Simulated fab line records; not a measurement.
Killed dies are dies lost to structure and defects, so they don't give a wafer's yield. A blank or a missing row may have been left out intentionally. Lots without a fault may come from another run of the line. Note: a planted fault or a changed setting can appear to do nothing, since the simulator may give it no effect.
Comparing a struck lot with a sound one | flow nand-harc | 12 steps out of a route of 1159
Sound: the wafers L130.2, L130.4, L130.6. The struck wafers were L133.2, L133.4, L133.5. The cause is named last.
Order at every step that has rows: each side's tool, ch and its chambers, its first start. Under that, the readings that differ: sound wafers | struck wafers | difference of the means | sigmas: that difference in standard deviations of wafers without a fault.
alike: readings whose means differ by less than 2 such deviations, and words and numbers that are the same on both sides. not compared: withheld readings, readings that some wafer has no value for, bounds like >300 that may hide the same value, and numbers for which the record gives no deviation and whose values overlap.
A row with sigmas, a row that says differs or no value, or rows on one side alone: a step with any of these is where the two part. When numbers do not overlap yet have no deviation, they are printed without sigmas and do not part them. Lack of a reading on every wafer of one side parts them only where that side has two or more wafers.

NHARC_A_STAIRCASE_DEP_322: deposits SiO2, target thk 3800 nm.
  sound on pecvd-03 ch 0,2, day 16 00:42; struck on pecvd-03 ch 0,2, day 16 17:25
  alike: heater-power-w, rf-fwd-power-W
then, 1 step without rows for these wafers: NHARC_A_STAIRCASE_ANNEAL_323 (time 1800 s).
NHARC_A_STAIRCASE_DEP_325: deposits SiO2, target thk 3800 nm.
  sound on pecvd-03 ch 1,2, day 16 08:35; struck on pecvd-01 ch 0,2, day 17 03:15
  alike: heater-power-w, rf-fwd-power-W
then, 6 steps without rows for these wafers: NHARC_A_STAIRCASE_ANNEAL_326 (time 1800 s); NHARC_A_STAIRCASE_DEHYDRATE_433 (time 120 s); NHARC_A_STAIRCASE_HMDS_434 (time 30 s); NHARC_A_STAIRCASE_COAT_435; NHARC_A_STAIRCASE_SOFTBAKE_436 (time 170 s); NHARC_A_STAIRCASE_EBR_437.
NHARC_A_STAIRCASE_EXPOSE_438: exposes mask STAIR REV.
  sound on krf-scanner-04 ch 0, day 16 15:58; struck on krf-scanner-03 ch 0, day 17 13:24
  reading              | sound                | struck               | difference | sigmas
  exposure-dose-mJ-cm2 | 28.983 29.013 28.925 | 42.677 42.628 42.604 | +13.663    | +99 or more
  alike: mask
then, 2 steps without rows for these wafers: NHARC_A_STAIRCASE_PEB_439 (peb time 130 s); NHARC_END_SORT_01.

WHERE THEY PART
Within this record, at NHARC_A_STAIRCASE_EXPOSE_438 only.

WHY: whatever the simulator had introduced
Process parameters drifting: krf-scanner-03 at NHARC_A_STAIRCASE_EXPOSE_438, beginning at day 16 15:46. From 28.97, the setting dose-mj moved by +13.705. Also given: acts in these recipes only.
